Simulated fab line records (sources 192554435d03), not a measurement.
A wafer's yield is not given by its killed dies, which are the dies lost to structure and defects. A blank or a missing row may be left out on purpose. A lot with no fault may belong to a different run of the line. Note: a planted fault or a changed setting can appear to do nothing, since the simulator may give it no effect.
Which of the tools did it? / flow n5 finfet / 72 wafers from 24 lots sampled at 5 of the route's 1938 steps

## WHAT THE GAUGES SHOWED, per wafer
N5_BEOL_M5_INSPECT_13: inspects for defects (brightfield). Usual: raw defect count at 376, with a standard deviation of 83.
lot=L074; measured=day 7 22:35; on=defect inspect-02; raw defect count=306 291 363; flag=
lot=L075; measured=day 8 04:05; on=defect inspect-01; raw defect count=280 383 382; flag=
lot=L076; measured=day 8 11:20; on=defect inspect-01; raw defect count=354 548 386; flag=
lot=L077; measured=day 8 23:09; on=defect inspect-02; raw defect count=310 303 493; flag=
lot=L078; measured=day 9 01:17; on=defect inspect-01; raw defect count=430 454 411; flag=
lot=L080; measured=day 9 15:20; on=defect inspect-01; raw defect count=504 403 364; flag=
lot=L079; measured=day 9 15:27; on=defect inspect-01; raw defect count=344 379 358; flag=
lot=L081; measured=day 9 20:02; on=defect inspect-01; raw defect count=402 380 242; flag=
lot=L083; measured=day 10 06:46; on=defect inspect-02; raw defect count=201 221 303; flag=
lot=L082; measured=day 10 06:34; on=defect inspect-01; raw defect count=461 295 327; flag=
lot=L084; measured=day 10 21:48; on=defect inspect-01; raw defect count=633 622 426; flag=
lot=L085; measured=day 10 22:25; on=defect inspect-02; raw defect count=384 404 344; flag=
lot=L086; measured=day 11 01:08; on=defect inspect-01; raw defect count=440 409 452; flag=
lot=L087; measured=day 11 01:39; on=defect inspect-01; raw defect count=356 416 384; flag=
lot=L088; measured=day 11 06:37; on=defect inspect-02; raw defect count=580 371 312; flag=
lot=L089; measured=day 12 05:06; on=defect inspect-01; raw defect count=321 294 349; flag=
lot=L090; measured=day 12 08:36; on=defect inspect-01; raw defect count=304 338 462; flag=
lot=L091; measured=day 12 08:40; on=defect inspect-02; raw defect count=541 464 296; flag=
lot=L092; measured=day 13 01:05; on=defect inspect-01; raw defect count=372 385 329; flag=
lot=L095; measured=day 13 09:40; on=defect inspect-02; raw defect count=462 407 336; flag=
lot=L093; measured=day 13 12:53; on=defect inspect-02; raw defect count=282 316 500; flag=
lot=L094; measured=day 13 15:55; on=defect inspect-01; raw defect count=403 327 332; flag=
lot=L097; measured=day 13 16:28; on=defect inspect-02; raw defect count=344 492 298; flag=
lot=L096; measured=day 13 19:26; on=defect inspect-01; raw defect count=428 334 346; flag=

## WHICH TOOL RAN EACH LOT (tool, then ch and the chambers of the sampled wafers, then the start)
lot=L074; N5_BEOL_M4_HM_OPEN_17=rie metal-01 ch 0,1, day 7 14:13; N5_BEOL_M4_DESCUM_33=rie diel-03 ch 0,2,3, day 7 14:58; N5_BEOL_M4_ALD_98=ald sin-01 ch 0,1,2, day 7 15:26; N5_BEOL_M4_SPUTTER_81=pvd sputter-02, day 7 17:29
lot=L075; N5_BEOL_M4_HM_OPEN_17=rie metal-02 ch 0, day 7 17:03; N5_BEOL_M4_DESCUM_33=rie diel-03 ch 0,3, day 7 17:47; N5_BEOL_M4_ALD_98=ald sin-04 ch 0,2,3, day 7 17:56; N5_BEOL_M4_SPUTTER_81=pvd sputter-03, day 7 22:53
lot=L076; N5_BEOL_M4_HM_OPEN_17=rie metal-03 ch 0,1, day 7 23:14; N5_BEOL_M4_DESCUM_33=rie diel-04 ch 1,2,3, day 7 23:52; N5_BEOL_M4_ALD_98=ald sin-02 ch 0,2,3, day 8 00:00; N5_BEOL_M4_SPUTTER_81=pvd sputter-03, day 8 04:44
lot=L077; N5_BEOL_M4_HM_OPEN_17=rie metal-02 ch 0,1, day 8 07:37; N5_BEOL_M4_DESCUM_33=rie diel-04 ch 0,1,3, day 8 08:22; N5_BEOL_M4_ALD_98=ald sin-01 ch 1,2,3, day 8 08:40; N5_BEOL_M4_SPUTTER_81=pvd sputter-01, day 8 16:18
lot=L078; N5_BEOL_M4_HM_OPEN_17=rie metal-03 ch 0,1, day 8 11:51; N5_BEOL_M4_DESCUM_33=rie diel-03 ch 1,2,3, day 8 12:29; N5_BEOL_M4_ALD_98=ald sin-04 ch 0,1,3, day 8 12:58; N5_BEOL_M4_SPUTTER_81=pvd sputter-01, day 8 20:37
lot=L080; N5_BEOL_M4_HM_OPEN_17=rie metal-03 ch 0,1, day 9 02:40; N5_BEOL_M4_DESCUM_33=rie diel-04 ch 1,2,3, day 9 03:44; N5_BEOL_M4_ALD_98=ald sin-02 ch 0,1,3, day 9 03:52; N5_BEOL_M4_SPUTTER_81=pvd sputter-02, day 9 09:53
lot=L079; N5_BEOL_M4_HM_OPEN_17=rie metal-01 ch 1, day 9 02:58; N5_BEOL_M4_DESCUM_33=rie diel-03 ch 0,1,3, day 9 03:44; N5_BEOL_M4_ALD_98=ald sin-02 ch 0,2,3, day 9 03:58; N5_BEOL_M4_SPUTTER_81=pvd sputter-03, day 9 10:10
lot=L081; N5_BEOL_M4_HM_OPEN_17=rie metal-03 ch 0,1, day 9 08:08; N5_BEOL_M4_DESCUM_33=rie diel-06 ch 1,2,3, day 9 08:47; N5_BEOL_M4_ALD_98=ald sin-04 ch 0,1,3, day 9 08:56; N5_BEOL_M4_SPUTTER_81=pvd sputter-01, day 9 14:39
lot=L083; N5_BEOL_M4_HM_OPEN_17=rie metal-01 ch 0,1, day 9 16:42; N5_BEOL_M4_DESCUM_33=rie diel-04 ch 2,3, day 9 17:40; N5_BEOL_M4_ALD_98=ald sin-04 ch 1,2,3, day 9 17:47; N5_BEOL_M4_SPUTTER_81=pvd sputter-02, day 10 01:33
lot=L082; N5_BEOL_M4_HM_OPEN_17=rie metal-02 ch 1, day 9 21:01; N5_BEOL_M4_DESCUM_33=rie diel-04 ch 2,3, day 9 22:04; N5_BEOL_M4_ALD_98=ald sin-01 ch 0,2,3, day 9 22:38; N5_BEOL_M4_SPUTTER_81=pvd sputter-01, day 10 01:29
lot=L084; N5_BEOL_M4_HM_OPEN_17=rie metal-03 ch 0,1, day 10 08:55; N5_BEOL_M4_DESCUM_33=rie diel-04 ch 1,2, day 10 09:45; N5_BEOL_M4_ALD_98=ald sin-04 ch 0,1,2, day 10 09:53; N5_BEOL_M4_SPUTTER_81=pvd sputter-03, day 10 15:23
lot=L085; N5_BEOL_M4_HM_OPEN_17=rie metal-01 ch 0,1, day 10 09:51; N5_BEOL_M4_DESCUM_33=rie diel-03 ch 2,3, day 10 10:59; N5_BEOL_M4_ALD_98=ald sin-02 ch 0,3, day 10 11:07; N5_BEOL_M4_SPUTTER_81=pvd sputter-02, day 10 17:48
lot=L086; N5_BEOL_M4_HM_OPEN_17=rie metal-02 ch 0,1, day 10 13:02; N5_BEOL_M4_DESCUM_33=rie diel-03 ch 0,1,3, day 10 13:41; N5_BEOL_M4_ALD_98=ald sin-01 ch 0,2,3, day 10 13:55; N5_BEOL_M4_SPUTTER_81=pvd sputter-02, day 10 19:38
lot=L087; N5_BEOL_M4_HM_OPEN_17=rie metal-01 ch 0,1, day 10 14:10; N5_BEOL_M4_DESCUM_33=rie diel-06 ch 0,1,2, day 10 14:47; N5_BEOL_M4_ALD_98=ald sin-01 ch 0,2,3, day 10 14:55; N5_BEOL_M4_SPUTTER_81=pvd sputter-03, day 10 19:52
lot=L088; N5_BEOL_M4_HM_OPEN_17=rie metal-01 ch 0,1, day 10 21:56; N5_BEOL_M4_DESCUM_33=rie diel-06 ch 1,2,3, day 10 22:51; N5_BEOL_M4_ALD_98=ald sin-01 ch 0,1, day 10 22:59; N5_BEOL_M4_SPUTTER_81=pvd sputter-01, day 11 01:29
lot=L089; N5_BEOL_M4_HM_OPEN_17=rie metal-01 ch 0,1, day 11 07:08; N5_BEOL_M4_DESCUM_33=rie diel-03 ch 2,3, day 11 07:45; N5_BEOL_M4_ALD_98=ald sin-01 ch 0,3, day 11 07:53; N5_BEOL_M4_SPUTTER_81=pvd sputter-03, day 11 22:25
lot=L090; N5_BEOL_M4_HM_OPEN_17=rie metal-02 ch 0,1, day 11 17:28; N5_BEOL_M4_DESCUM_33=rie diel-06 ch 0,1,3, day 11 18:40; N5_BEOL_M4_ALD_98=ald sin-04 ch 0,1,3, day 11 18:53; N5_BEOL_M4_SPUTTER_81=pvd sputter-03, day 12 01:28
lot=L091; N5_BEOL_M4_HM_OPEN_17=rie metal-02 ch 0,1, day 11 20:24; N5_BEOL_M4_DESCUM_33=rie diel-03 ch 0,2,3, day 11 21:10; N5_BEOL_M4_ALD_98=ald sin-04 ch 1,2,3, day 11 21:17; N5_BEOL_M4_SPUTTER_81=pvd sputter-02, day 12 01:36
lot=L092; N5_BEOL_M4_HM_OPEN_17=rie metal-03 ch 0,1, day 12 15:32; N5_BEOL_M4_DESCUM_33=rie diel-06 ch 0,3, day 12 16:17; N5_BEOL_M4_ALD_98=ald sin-04 ch 0,2,3, day 12 16:32; N5_BEOL_M4_SPUTTER_81=pvd sputter-02, day 12 19:55
lot=L095; N5_BEOL_M4_HM_OPEN_17=rie metal-02 ch 1, day 12 23:38; N5_BEOL_M4_DESCUM_33=rie diel-04 ch 0,2, day 13 00:23; N5_BEOL_M4_ALD_98=ald sin-02 ch 1,2, day 13 00:43; N5_BEOL_M4_SPUTTER_81=pvd sputter-02, day 13 03:53
lot=L093; N5_BEOL_M4_HM_OPEN_17=rie metal-01 ch 1, day 13 03:25; N5_BEOL_M4_DESCUM_33=rie diel-06 ch 1,3, day 13 04:11; N5_BEOL_M4_ALD_98=ald sin-04 ch 1,2, day 13 04:20; N5_BEOL_M4_SPUTTER_81=pvd sputter-01, day 13 07:27
lot=L094; N5_BEOL_M4_HM_OPEN_17=rie metal-02 ch 0,1, day 13 03:38; N5_BEOL_M4_DESCUM_33=rie diel-03 ch 1,3, day 13 04:18; N5_BEOL_M4_ALD_98=ald sin-01 ch 2,3, day 13 04:37; N5_BEOL_M4_SPUTTER_81=pvd sputter-02, day 13 10:38
lot=L097; N5_BEOL_M4_HM_OPEN_17=rie metal-01 ch 0,1, day 13 04:14; N5_BEOL_M4_DESCUM_33=rie diel-06 ch 1,3, day 13 04:59; N5_BEOL_M4_ALD_98=ald sin-04 ch 0,2, day 13 05:07; N5_BEOL_M4_SPUTTER_81=pvd sputter-01, day 13 11:25
lot=L096; N5_BEOL_M4_HM_OPEN_17=rie metal-03 ch 0,1, day 13 05:38; N5_BEOL_M4_DESCUM_33=rie diel-04 ch 0,2,3, day 13 06:26; N5_BEOL_M4_ALD_98=ald sin-02 ch 0,3, day 13 06:34; N5_BEOL_M4_SPUTTER_81=pvd sputter-02, day 13 12:49
- N5_BEOL_M4_HM_OPEN_17: chemistry Cl2/BCl3, target TiN, target depth 20 nm, overetch 6 nm.
- N5_BEOL_M4_DESCUM_33: chemistry O2, time 7 s.
- N5_BEOL_M4_ALD_98: deposits SiO2, target thk 2.5 nm, pulse time 1 s, co reactant pulse time 1 s.
- N5_BEOL_M4_SPUTTER_81: material Cu, target thk 4.5 nm, time 8.29 s.

## AS READ BY THE TOOLS THEMSELVES (means over the sampled wafers that have a number; for cases with no such wafer, the mark the record gives instead)
N5_BEOL_M4_HM_OPEN_17. Usual: value, then standard deviation, for each; bcl3 flow sccm 21.75 sccm / 0.07; bias w 126.0 W / 0.35; drypump motor current A 6.0 A / 0.35; he backside leak sccm 3.33 sccm / 0.18; mfc ar sccm 25.01 sccm / 0.076; oes product au 0.68 a.u. / 0.083; throttle valve pct 22.15 % / 0.23.
lot=L074; tool=rie metal-01; bcl3 flow sccm (sccm)=21.74; bias w (W)=126.5; drypump motor current A (A)=6.0; he backside leak sccm (sccm)=3.42; mfc ar sccm (sccm)=25.06; oes product au (a.u.)=0.76; throttle valve pct (%)=22.15; flag=
lot=L075; tool=rie metal-02; bcl3 flow sccm (sccm)=21.82; bias w (W)=126.1; drypump motor current A (A)=6.3; he backside leak sccm (sccm)=3.26; mfc ar sccm (sccm)=25.07; oes product au (a.u.)=0.77; throttle valve pct (%)=22.21; flag=
lot=L076; tool=rie metal-03; bcl3 flow sccm (sccm)=21.63; bias w (W)=126.1; drypump motor current A (A)=5.6; he backside leak sccm (sccm)=3.26; mfc ar sccm (sccm)=25.01; oes product au (a.u.)=0.57; throttle valve pct (%)=22.31; flag=
lot=L077; tool=rie metal-02; bcl3 flow sccm (sccm)=21.68; bias w (W)=125.8; drypump motor current A (A)=6.4; he backside leak sccm (sccm)=3.26; mfc ar sccm (sccm)=24.97; oes product au (a.u.)=0.66; throttle valve pct (%)=22.16; flag=
lot=L078; tool=rie metal-03; bcl3 flow sccm (sccm)=21.74; bias w (W)=125.8; drypump motor current A (A)=5.6; he backside leak sccm (sccm)=3.45; mfc ar sccm (sccm)=25.04; oes product au (a.u.)=0.59; throttle valve pct (%)=22.26; flag=
lot=L080; tool=rie metal-03; bcl3 flow sccm (sccm)=21.70; bias w (W)=126.1; drypump motor current A (A)=5.6; he backside leak sccm (sccm)=3.39; mfc ar sccm (sccm)=25.02; oes product au (a.u.)=0.56; throttle valve pct (%)=22.30; flag=
lot=L079; tool=rie metal-01; bcl3 flow sccm (sccm)=21.79; bias w (W)=125.9; drypump motor current A (A)=6.1; he backside leak sccm (sccm)=3.49; mfc ar sccm (sccm)=25.03; oes product au (a.u.)=0.74; throttle valve pct (%)=22.37; flag=
lot=L081; tool=rie metal-03; bcl3 flow sccm (sccm)=21.75; bias w (W)=126.3; drypump motor current A (A)=5.6; he backside leak sccm (sccm)=3.43; mfc ar sccm (sccm)=25.05; oes product au (a.u.)=0.59; throttle valve pct (%)=22.26; flag=
lot=L083; tool=rie metal-01; bcl3 flow sccm (sccm)=21.79; bias w (W)=125.6; drypump motor current A (A)=5.8; he backside leak sccm (sccm)=3.42; mfc ar sccm (sccm)=24.99; oes product au (a.u.)=0.75; throttle valve pct (%)=21.93; flag=
lot=L082; tool=rie metal-02; bcl3 flow sccm (sccm)=21.70; bias w (W)=125.9; drypump motor current A (A)=6.5; he backside leak sccm (sccm)=3.21; mfc ar sccm (sccm)=24.89; oes product au (a.u.)=0.59; throttle valve pct (%)=22.15; flag=
lot=L084; tool=rie metal-03; bcl3 flow sccm (sccm)=21.83; bias w (W)=126.0; drypump motor current A (A)=5.6; he backside leak sccm (sccm)=3.33; mfc ar sccm (sccm)=25.01; oes product au (a.u.)=0.57; throttle valve pct (%)=22.29; flag=
lot=L085; tool=rie metal-01; bcl3 flow sccm (sccm)=21.72; bias w (W)=125.9; drypump motor current A (A)=6.0; he backside leak sccm (sccm)=3.22; mfc ar sccm (sccm)=25.00; oes product au (a.u.)=0.74; throttle valve pct (%)=22.14; flag=
lot=L086; tool=rie metal-02; bcl3 flow sccm (sccm)=21.80; bias w (W)=126.1; drypump motor current A (A)=6.4; he backside leak sccm (sccm)=3.25; mfc ar sccm (sccm)=25.04; oes product au (a.u.)=0.70; throttle valve pct (%)=22.19; flag=
lot=L087; tool=rie metal-01; bcl3 flow sccm (sccm)=21.68; bias w (W)=125.8; drypump motor current A (A)=5.8; he backside leak sccm (sccm)=3.39; mfc ar sccm (sccm)=24.95; oes product au (a.u.)=0.74; throttle valve pct (%)=21.92; flag=
lot=L088; tool=rie metal-01; bcl3 flow sccm (sccm)=21.73; bias w (W)=126.2; drypump motor current A (A)=5.8; he backside leak sccm (sccm)=3.32; mfc ar sccm (sccm)=24.96; oes product au (a.u.)=0.73; throttle valve pct (%)=21.93; flag=
lot=L089; tool=rie metal-01; bcl3 flow sccm (sccm)=21.72; bias w (W)=126.2; drypump motor current A (A)=6.0; he backside leak sccm (sccm)=3.43; mfc ar sccm (sccm)=25.04; oes product au (a.u.)=0.72; throttle valve pct (%)=22.16; flag=
lot=L090; tool=rie metal-02; bcl3 flow sccm (sccm)=21.73; bias w (W)=126.1; drypump motor current A (A)=6.4; he backside leak sccm (sccm)=3.12; mfc ar sccm (sccm)=25.03; oes product au (a.u.)=0.69; throttle valve pct (%)=22.20; flag=
lot=L091; tool=rie metal-02; bcl3 flow sccm (sccm)=21.80; bias w (W)=126.2; drypump motor current A (A)=6.4; he backside leak sccm (sccm)=3.32; mfc ar sccm (sccm)=25.00; oes product au (a.u.)=0.64; throttle valve pct (%)=22.16; flag=
lot=L092; tool=rie metal-03; bcl3 flow sccm (sccm)=21.79; bias w (W)=126.2; drypump motor current A (A)=5.6; he backside leak sccm (sccm)=3.33; mfc ar sccm (sccm)=25.04; oes product au (a.u.)=0.67; throttle valve pct (%)=22.12; flag=
lot=L095; tool=rie metal-02; bcl3 flow sccm (sccm)=21.78; bias w (W)=125.7; drypump motor current A (A)=6.5; he backside leak sccm (sccm)=3.34; mfc ar sccm (sccm)=24.90; oes product au (a.u.)=0.59; throttle valve pct (%)=22.14; flag=
lot=L093; tool=rie metal-01; bcl3 flow sccm (sccm)=21.83; bias w (W)=125.9; drypump motor current A (A)=6.1; he backside leak sccm (sccm)=3.48; mfc ar sccm (sccm)=24.90; oes product au (a.u.)=0.72; throttle valve pct (%)=22.39; flag=
lot=L094; tool=rie metal-02; bcl3 flow sccm (sccm)=21.76; bias w (W)=125.8; drypump motor current A (A)=6.4; he backside leak sccm (sccm)=3.29; mfc ar sccm (sccm)=24.96; oes product au (a.u.)=0.67; throttle valve pct (%)=22.21; flag=
lot=L097; tool=rie metal-01; bcl3 flow sccm (sccm)=21.73; bias w (W)=126.0; drypump motor current A (A)=5.8; he backside leak sccm (sccm)=3.41; mfc ar sccm (sccm)=25.00; oes product au (a.u.)=0.72; throttle valve pct (%)=21.94; flag=
lot=L096; tool=rie metal-03; bcl3 flow sccm (sccm)=21.77; bias w (W)=125.9; drypump motor current A (A)=5.6; he backside leak sccm (sccm)=3.21; mfc ar sccm (sccm)=24.99; oes product au (a.u.)=0.74; throttle valve pct (%)=22.02; flag=

N5_BEOL_M4_DESCUM_33. Usual: drypump motor current A 5.7 A, standard deviation 0.66; oes product au 0.82 a.u., standard deviation 0.082; rf vpp V 242.8 V, standard deviation 1.5; showerhead plenum p Torr 2.06 Torr, standard deviation 0.072; throttle valve pct 20.45 %, standard deviation 0.21.
lot=L074; tool=rie diel-03; drypump motor current A (A)=5.4; oes product au (a.u.)=0.93; rf vpp V (V)=244.7; showerhead plenum p Torr (Torr)=2.15; throttle valve pct (%)=20.27; flag=
lot=L075; tool=rie diel-03; drypump motor current A (A)=6.0; oes product au (a.u.)=0.93; rf vpp V (V)=245.5; showerhead plenum p Torr (Torr)=2.20; throttle valve pct (%)=20.26; flag=
lot=L076; tool=rie diel-04; drypump motor current A (A)=5.9; oes product au (a.u.)=0.81; rf vpp V (V)=241.6; showerhead plenum p Torr (Torr)=2.06; throttle valve pct (%)=20.54; flag=
lot=L077; tool=rie diel-04; drypump motor current A (A)=5.8; oes product au (a.u.)=0.83; rf vpp V (V)=241.8; showerhead plenum p Torr (Torr)=2.04; throttle valve pct (%)=20.48; flag=
lot=L078; tool=rie diel-03; drypump motor current A (A)=5.9; oes product au (a.u.)=0.83; rf vpp V (V)=243.5; showerhead plenum p Torr (Torr)=2.08; throttle valve pct (%)=20.27; flag=
lot=L080; tool=rie diel-04; drypump motor current A (A)=5.9; oes product au (a.u.)=0.79; rf vpp V (V)=241.9; showerhead plenum p Torr (Torr)=2.06; throttle valve pct (%)=20.55; flag=
lot=L079; tool=rie diel-03; drypump motor current A (A)=6.0; oes product au (a.u.)=0.82; rf vpp V (V)=243.2; showerhead plenum p Torr (Torr)=2.11; throttle valve pct (%)=20.47; flag=
lot=L081; tool=rie diel-06; drypump motor current A (A)=5.6; oes product au (a.u.)=0.82; rf vpp V (V)=242.9; showerhead plenum p Torr (Torr)=2.01; throttle valve pct (%)=20.49; flag=
lot=L083; tool=rie diel-04; drypump motor current A (A)=5.7; oes product au (a.u.)=0.79; rf vpp V (V)=242.6; showerhead plenum p Torr (Torr)=2.05; throttle valve pct (%)=20.68; flag=
lot=L082; tool=rie diel-04; drypump motor current A (A)=5.8; oes product au (a.u.)=0.79; rf vpp V (V)=242.1; showerhead plenum p Torr (Torr)=2.05; throttle valve pct (%)=20.68; flag=
lot=L084; tool=rie diel-04; drypump motor current A (A)=6.0; oes product au (a.u.)=0.73; rf vpp V (V)=242.0; showerhead plenum p Torr (Torr)=2.04; throttle valve pct (%)=20.50; flag=
lot=L085; tool=rie diel-03; drypump motor current A (A)=5.9; oes product au (a.u.)=0.88; rf vpp V (V)=244.6; showerhead plenum p Torr (Torr)=2.16; throttle valve pct (%)=20.11; flag=
lot=L086; tool=rie diel-03; drypump motor current A (A)=6.0; oes product au (a.u.)=0.81; rf vpp V (V)=243.0; showerhead plenum p Torr (Torr)=2.10; throttle valve pct (%)=20.48; flag=
lot=L087; tool=rie diel-06; drypump motor current A (A)=5.1; oes product au (a.u.)=0.77; rf vpp V (V)=242.2; showerhead plenum p Torr (Torr)=2.00; throttle valve pct (%)=20.46; flag=
lot=L088; tool=rie diel-06; drypump motor current A (A)=5.6; oes product au (a.u.)=0.80; rf vpp V (V)=241.8; showerhead plenum p Torr (Torr)=2.01; throttle valve pct (%)=20.51; flag=
lot=L089; tool=rie diel-03; drypump motor current A (A)=5.9; oes product au (a.u.)=0.88; rf vpp V (V)=243.1; showerhead plenum p Torr (Torr)=2.16; throttle valve pct (%)=20.13; flag=
lot=L090; tool=rie diel-06; drypump motor current A (A)=5.6; oes product au (a.u.)=0.84; rf vpp V (V)=242.5; showerhead plenum p Torr (Torr)=2.03; throttle valve pct (%)=20.45; flag=
lot=L091; tool=rie diel-03; drypump motor current A (A)=5.4; oes product au (a.u.)=0.86; rf vpp V (V)=243.6; showerhead plenum p Torr (Torr)=2.13; throttle valve pct (%)=20.33; flag=
lot=L092; tool=rie diel-06; drypump motor current A (A)=5.6; oes product au (a.u.)=0.83; rf vpp V (V)=242.6; showerhead plenum p Torr (Torr)=2.03; throttle valve pct (%)=20.47; flag=
lot=L095; tool=rie diel-04; drypump motor current A (A)=5.7; oes product au (a.u.)=0.87; rf vpp V (V)=242.6; showerhead plenum p Torr (Torr)=2.02; throttle valve pct (%)=20.25; flag=
lot=L093; tool=rie diel-06; drypump motor current A (A)=5.4; oes product au (a.u.)=0.81; rf vpp V (V)=241.7; showerhead plenum p Torr (Torr)=2.01; throttle valve pct (%)=20.46; flag=
lot=L094; tool=rie diel-03; drypump motor current A (A)=6.5; oes product au (a.u.)=0.92; rf vpp V (V)=246.2; showerhead plenum p Torr (Torr)=2.21; throttle valve pct (%)=20.24; flag=
lot=L097; tool=rie diel-06; drypump motor current A (A)=5.5; oes product au (a.u.)=0.81; rf vpp V (V)=242.6; showerhead plenum p Torr (Torr)=2.01; throttle valve pct (%)=20.46; flag=
lot=L096; tool=rie diel-04; drypump motor current A (A)=5.7; oes product au (a.u.)=0.82; rf vpp V (V)=241.9; showerhead plenum p Torr (Torr)=2.03; throttle valve pct (%)=20.46; flag=

N5_BEOL_M4_ALD_98. Usual: heater power w 77 W, standard deviation 8; precursor pulse height rel 1.001, standard deviation 0.019.
lot=L074; tool=ald sin-01; heater power w (W)=76; precursor pulse height rel=1.003; flag=
lot=L075; tool=ald sin-04; heater power w (W)=75; precursor pulse height rel=0.990; flag=
lot=L076; tool=ald sin-02; heater power w (W)=72; precursor pulse height rel=1.008; flag=
lot=L077; tool=ald sin-01; heater power w (W)=78; precursor pulse height rel=0.989; flag=
lot=L078; tool=ald sin-04; heater power w (W)=76; precursor pulse height rel=1.016; flag=
lot=L080; tool=ald sin-02; heater power w (W)=72; precursor pulse height rel=1.004; flag=
lot=L079; tool=ald sin-02; heater power w (W)=72; precursor pulse height rel=1.015; flag=
lot=L081; tool=ald sin-04; heater power w (W)=77; precursor pulse height rel=1.017; flag=
lot=L083; tool=ald sin-04; heater power w (W)=82; precursor pulse height rel=1.022; flag=
lot=L082; tool=ald sin-01; heater power w (W)=81; precursor pulse height rel=1.002; flag=
lot=L084; tool=ald sin-04; heater power w (W)=75; precursor pulse height rel=1.009; flag=
lot=L085; tool=ald sin-02; heater power w (W)=72; precursor pulse height rel=0.992; flag=
lot=L086; tool=ald sin-01; heater power w (W)=82; precursor pulse height rel=1.012; flag=
lot=L087; tool=ald sin-01; heater power w (W)=83; precursor pulse height rel=0.977; flag=
lot=L088; tool=ald sin-01; heater power w (W)=75; precursor pulse height rel=1.003; flag=
lot=L089; tool=ald sin-01; heater power w (W)=82; precursor pulse height rel=0.997; flag=
lot=L090; tool=ald sin-04; heater power w (W)=77; precursor pulse height rel=1.000; flag=
lot=L091; tool=ald sin-04; heater power w (W)=83; precursor pulse height rel=0.998; flag=
lot=L092; tool=ald sin-04; heater power w (W)=77; precursor pulse height rel=0.994; flag=
lot=L095; tool=ald sin-02; heater power w (W)=73; precursor pulse height rel=1.000; flag=
lot=L093; tool=ald sin-04; heater power w (W)=83; precursor pulse height rel=0.992; flag=
lot=L094; tool=ald sin-01; heater power w (W)=86; precursor pulse height rel=0.991; flag=
lot=L097; tool=ald sin-04; heater power w (W)=68; precursor pulse height rel=0.997; flag=
lot=L096; tool=ald sin-02; heater power w (W)=70; precursor pulse height rel=0.965; flag=

N5_BEOL_M4_SPUTTER_81. Usual: throttle valve pct at 30.3 %, with a standard deviation of 0.65.
lot=L074; tool=pvd sputter-02; throttle valve pct (%)=30.3; flag=
lot=L075; tool=pvd sputter-03; throttle valve pct (%)=29.4; flag=
lot=L076; tool=pvd sputter-03; throttle valve pct (%)=30.3; flag=
lot=L077; tool=pvd sputter-01; throttle valve pct (%)=30.2; flag=
lot=L078; tool=pvd sputter-01; throttle valve pct (%)=29.9; flag=
lot=L080; tool=pvd sputter-02; throttle valve pct (%)=30.7; flag=
lot=L079; tool=pvd sputter-03; throttle valve pct (%)=30.5; flag=
lot=L081; tool=pvd sputter-01; throttle valve pct (%)=29.8; flag=
lot=L083; tool=pvd sputter-02; throttle valve pct (%)=31.0; flag=
lot=L082; tool=pvd sputter-01; throttle valve pct (%)=29.8; flag=
lot=L084; tool=pvd sputter-03; throttle valve pct (%)=30.5; flag=
lot=L085; tool=pvd sputter-02; throttle valve pct (%)=30.9; flag=
lot=L086; tool=pvd sputter-02; throttle valve pct (%)=30.5; flag=
lot=L087; tool=pvd sputter-03; throttle valve pct (%)=30.6; flag=
lot=L088; tool=pvd sputter-01; throttle valve pct (%)=30.1; flag=
lot=L089; tool=pvd sputter-03; throttle valve pct (%)=30.5; flag=
lot=L090; tool=pvd sputter-03; throttle valve pct (%)=29.9; flag=
lot=L091; tool=pvd sputter-02; throttle valve pct (%)=30.7; flag=
lot=L092; tool=pvd sputter-02; throttle valve pct (%)=30.4; flag=
lot=L095; tool=pvd sputter-02; throttle valve pct (%)=30.1; flag=
lot=L093; tool=pvd sputter-01; throttle valve pct (%)=29.9; flag=
lot=L094; tool=pvd sputter-02; throttle valve pct (%)=30.0; flag=
lot=L097; tool=pvd sputter-01; throttle valve pct (%)=29.9; flag=
lot=L096; tool=pvd sputter-02; throttle valve pct (%)=30.6; flag=

## THE ANSWER, worked out from the rows above alone
Rule: a lot counts as off when the mean over its wafers that have a number is more than 3 standard deviations away from the usual mean. A lot without any number at a reading at which 4 lots or more have one is off too. The other lots that the step has rows for count as sound. After the gauges, taken in route order, come the tools' own readings; for these a lot's mean is taken, as printed above. The first step at which some lot is off is used, and at that step the reading that is off furthest; a lot without a number counts as furthest.
No lot is off at any reading shown: from this, nothing can be told.

## WHAT HAD BEEN PUT IN BY THE SIMULATOR
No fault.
